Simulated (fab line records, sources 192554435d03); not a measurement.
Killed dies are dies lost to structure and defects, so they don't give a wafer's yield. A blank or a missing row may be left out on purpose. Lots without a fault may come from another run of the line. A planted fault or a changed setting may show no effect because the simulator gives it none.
Chamber matching | flow n5_finfet | N5_BEOL_M2_ALD_98 on ald_sin-01: 4 sister chambers
The step deposits SiO2, target thk 2.5 nm, pulse time 1 s, co reactant pulse time 1 s. 24 wafers are shown with their chamber, then 12 later ones without.

WAFERS WITH THEIR CHAMBER
wafer  | chamber | heater_power_w (W) | precursor_pulse_height_rel
L074.2 | 1       | 81                 | 1.002
L074.3 | 2       | 71                 | 0.997
L074.5 | 3       | 81                 | 0.969
L076.1 | 0       | 73                 | 1.004
L076.2 | 1       | 81                 | 0.990
L076.5 | 0       | 71                 | 1.012
L077.1 | 0       | 74                 | 0.993
L077.2 | 2       | 73                 | 1.004
L077.3 | 3       | 81                 | 0.967
L078.2 | 3       | 81                 | 0.981
L078.3 | 2       | 72                 | 1.001
L078.6 | 0       | 72                 | 1.006
L080.2 | 3       | 80                 | 1.039
L080.3 | 0       | 73                 | 1.013
L080.6 | 0       | 72                 | 1.044
L081.1 | 1       | 82                 | 0.991
L081.3 | 3       | 81                 | 0.983
L081.6 | 0       | 73                 | 1.014
L084.2 | 2       | 71                 | 0.995
L084.3 | 1       | 81                 | 0.987
L084.6 | 3       | 83                 | 1.000
L085.1 | 3       | 81                 | 1.026
L085.2 | 0       | 73                 | 1.023
L085.3 | 1       | 82                 | 0.983

SIGNATURES (means of the wafers above)
reading                    | chamber 0 | chamber 1 | chamber 2 | chamber 3 | scatter within a chamber
heater_power_w             | 72.62     | 81.40     | 71.75     | 81.14     | 0.857
precursor_pulse_height_rel | 1.01362   | 0.99060   | 0.99925   | 0.99500   | 0.0181
Rule: a wafer's distance from a chamber is the root of the sum, over the readings, of the square of ((its reading less the chamber's mean) divided by the reading's scatter). The wafer belongs to the nearest chamber; if the next one is less than 2 further off, it can't be placed. The scatter: the root of (the sum of the squares of (reading less its chamber's mean) over the shown wafers, divided by (wafers less chambers)).

WAFERS WITHOUT THEIR CHAMBER
wafer  | heater_power_w (W) | precursor_pulse_height_rel
L088.1 | 83                 | 1.014
L088.4 | 72                 | 1.033
L088.5 | 82                 | 1.014
L087.3 | 75                 | 1.002
L087.4 | 84                 | 0.990
L087.5 | 81                 | 1.030
L092.1 | 74                 | 0.982
L092.2 | 84                 | 1.013
L092.5 | 81                 | 1.020
L096.2 | 72                 | 0.997
L096.5 | 74                 | 0.979
L096.6 | 84                 | 1.013

WHICH CHAMBER EACH WENT THROUGH
wafer  | from the rows above     | in truth
L088.1 | can't be placed: 1 or 3 | 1
L088.4 | can't be placed: 0 or 2 | 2
L088.5 | can't be placed: 3 or 1 | 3
L087.3 | can't be placed: 0 or 2 | 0
L087.4 | can't be placed: 1 or 3 | 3
L087.5 | can't be placed: 3 or 1 | 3
L092.1 | can't be placed: 0 or 2 | 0
L092.2 | can't be placed: 1 or 3 | 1
L092.5 | can't be placed: 3 or 1 | 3
L096.2 | can't be placed: 2 or 0 | 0
L096.5 | can't be placed: 0 or 2 | 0
L096.6 | can't be placed: 1 or 3 | 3
Placed correctly: 0 of 12. Can't be placed from these rows: 12 (the true chamber is among the candidates in 12). Placed wrongly: 0.
